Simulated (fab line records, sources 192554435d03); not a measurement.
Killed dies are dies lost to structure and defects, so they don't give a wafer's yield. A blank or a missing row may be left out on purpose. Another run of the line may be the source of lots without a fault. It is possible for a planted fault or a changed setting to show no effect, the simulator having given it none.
Matching of chambers || flow n5-finfet || ald-sin-03 running N5_BEOL_M1_ALD_98: 4 sister chambers
The step deposits SiO2, target thk 2.5 nm, pulse time 1 s, co reactant pulse time 1 s. 14 wafers are shown with their chamber, then 7 later ones without.

## WAFERS, EACH WITH ITS CHAMBER
{"wafer": "L080.2", "chamber": 0, "heater-power-w (W)": 78, "precursor-pulse-height-rel": 0.994}
{"wafer": "L080.3", "chamber": 3, "heater-power-w (W)": 84, "precursor-pulse-height-rel": 1.007}
{"wafer": "L080.4", "chamber": 2, "heater-power-w (W)": 72, "precursor-pulse-height-rel": 0.981}
{"wafer": "L083.2", "chamber": 1, "heater-power-w (W)": 77, "precursor-pulse-height-rel": 1.011}
{"wafer": "L083.5", "chamber": 2, "heater-power-w (W)": 69, "precursor-pulse-height-rel": 1.015}
{"wafer": "L083.6", "chamber": 1, "heater-power-w (W)": 76, "precursor-pulse-height-rel": 1.014}
{"wafer": "L086.1", "chamber": 1, "heater-power-w (W)": 75, "precursor-pulse-height-rel": 1.006}
{"wafer": "L086.2", "chamber": 2, "heater-power-w (W)": 69, "precursor-pulse-height-rel": 0.966}
{"wafer": "L086.3", "chamber": 3, "heater-power-w (W)": 80, "precursor-pulse-height-rel": 0.996}
{"wafer": "L090.1", "chamber": 0, "heater-power-w (W)": 78, "precursor-pulse-height-rel": 1.002}
{"wafer": "L090.5", "chamber": 3, "heater-power-w (W)": 81, "precursor-pulse-height-rel": 0.993}
{"wafer": "L090.6", "chamber": 0, "heater-power-w (W)": 75, "precursor-pulse-height-rel": 0.967}
{"wafer": "L091.1", "chamber": 1, "heater-power-w (W)": 74, "precursor-pulse-height-rel": 1.005}
{"wafer": "L091.2", "chamber": 2, "heater-power-w (W)": 68, "precursor-pulse-height-rel": 0.967}

SIGNATURES, as means of the wafers listed above
{"reading": "heater-power-w", "chamber 0": 77.00, "chamber 1": 75.50, "chamber 2": 69.50, "chamber 3": 81.67, "scatter within a chamber": 1.69}
{"reading": "precursor-pulse-height-rel", "chamber 0": 0.98767, "chamber 1": 1.00900, "chamber 2": 0.98225, "chamber 3": 0.99867, "scatter within a chamber": 0.0155}
Rule: for a wafer and a chamber, the distance is found by dividing, reading by reading, the gap between the wafer's reading and the chamber's mean by the reading's scatter, squaring, summing and taking the root. The wafer belongs to the nearest chamber; if the next one is less than 2 further off, it can't be placed. The scatter: take each reading less its chamber's mean, square it, sum over the shown wafers, divide by the number of wafers less the number of chambers, and take the root.

## WAFERS MISSING THEIR CHAMBER
{"wafer": "L091.4", "heater-power-w (W)": 80, "precursor-pulse-height-rel": 0.985}
{"wafer": "L097.1", "heater-power-w (W)": 70, "precursor-pulse-height-rel": 1.006}
{"wafer": "L097.3", "heater-power-w (W)": 72, "precursor-pulse-height-rel": 1.004}
{"wafer": "L097.6", "heater-power-w (W)": 70, "precursor-pulse-height-rel": 1.019}
{"wafer": "L096.1", "heater-power-w (W)": 69, "precursor-pulse-height-rel": 1.005}
{"wafer": "L096.3", "heater-power-w (W)": 82, "precursor-pulse-height-rel": 0.978}
{"wafer": "L096.4", "heater-power-w (W)": 79, "precursor-pulse-height-rel": 0.956}

## EACH ONE'S CHAMBER
{"wafer": "L091.4", "from the rows above": "can't be placed: 3 or 0 or 1", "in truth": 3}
{"wafer": "L097.1", "from the rows above": "can't be placed: 2 or 1", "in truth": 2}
{"wafer": "L097.3", "from the rows above": "can't be placed: 2 or 1 or 0", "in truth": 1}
{"wafer": "L097.6", "from the rows above": "can't be placed: 2 or 1", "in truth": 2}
{"wafer": "L096.1", "from the rows above": 2, "in truth": 2}
{"wafer": "L096.3", "from the rows above": "can't be placed: 3 or 0", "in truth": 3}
{"wafer": "L096.4", "from the rows above": "can't be placed: 0 or 3 or 1", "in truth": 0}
Correct placement for 1 of the 7. From these rows, 6 cannot be placed; in 6 the true chamber is one of the candidates. Placed wrongly: 0.
